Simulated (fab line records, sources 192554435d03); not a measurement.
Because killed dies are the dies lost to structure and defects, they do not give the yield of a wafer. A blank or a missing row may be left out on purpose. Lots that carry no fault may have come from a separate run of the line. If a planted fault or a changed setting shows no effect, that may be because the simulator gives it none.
Matching of chambers || flow n5_finfet || cmp-02 running N5_BEOL_M12_CMP_49: 4 sister chambers
The step polishes, stops on SiOC, t overpolish 20.6 s, target thk 320 nm. 4 wafers are shown with their chamber, then 12 later ones without.

WAFERS WITH THEIR CHAMBER
{"wafer": "L082.1", "chamber": 0, "motor_current_A (A)": 7.3}
{"wafer": "L082.6", "chamber": 1, "motor_current_A (A)": 6.5}
{"wafer": "L085.5", "chamber": 3, "motor_current_A (A)": 6.1}
{"wafer": "L085.6", "chamber": 2, "motor_current_A (A)": 7.0}

WAFERS WHOSE CHAMBER IS MISSING
{"wafer": "L089.1", "motor_current_A (A)": 7.1}
{"wafer": "L089.3", "motor_current_A (A)": 6.3}
{"wafer": "L089.4", "motor_current_A (A)": 6.3}
{"wafer": "L088.1", "motor_current_A (A)": 7.3}
{"wafer": "L088.4", "motor_current_A (A)": 6.0}
{"wafer": "L088.5", "motor_current_A (A)": 5.9}
{"wafer": "L094.1", "motor_current_A (A)": 6.0}
{"wafer": "L094.2", "motor_current_A (A)": 7.2}
{"wafer": "L094.6", "motor_current_A (A)": 7.1}
{"wafer": "L095.3", "motor_current_A (A)": 7.0}
{"wafer": "L095.5", "motor_current_A (A)": 6.9}
{"wafer": "L095.6", "motor_current_A (A)": 6.1}

THE CHAMBER EACH PASSED THROUGH
{"wafer": "L089.1", "from the rows above": "can't be placed: 2 or 0", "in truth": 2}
{"wafer": "L089.3", "from the rows above": "can't be placed: 1 or 3", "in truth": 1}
{"wafer": "L089.4", "from the rows above": "can't be placed: 1 or 3", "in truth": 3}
{"wafer": "L088.1", "from the rows above": 0, "in truth": 0}
{"wafer": "L088.4", "from the rows above": 3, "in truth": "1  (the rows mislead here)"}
{"wafer": "L088.5", "from the rows above": 3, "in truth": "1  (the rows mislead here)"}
{"wafer": "L094.1", "from the rows above": 3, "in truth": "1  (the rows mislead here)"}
{"wafer": "L094.2", "from the rows above": "can't be placed: 0 or 2", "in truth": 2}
{"wafer": "L094.6", "from the rows above": "can't be placed: 2 or 0", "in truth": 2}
{"wafer": "L095.3", "from the rows above": 2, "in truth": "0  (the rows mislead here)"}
{"wafer": "L095.5", "from the rows above": 2, "in truth": 2}
{"wafer": "L095.6", "from the rows above": 3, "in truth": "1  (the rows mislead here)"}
2 of 12 placed correctly. These rows do not allow placing 5 (true chamber among the candidates in 5). Number placed wrongly: 5.
How it was worked out, from the rows above alone: a wafer's distance from a chamber is the root of the sum, over the readings, of the square of ((its reading less the chamber's mean) divided by the reading's scatter). If the next closest chamber is less than 2 further off than the closest, the wafer can't be placed; otherwise it belongs to the closest. A chamber's mean is the mean of its shown wafers. The scatter (one wafer shown for each chamber): square how far every hidden wafer sits from the nearest shown wafer, average those squares and take the square root.
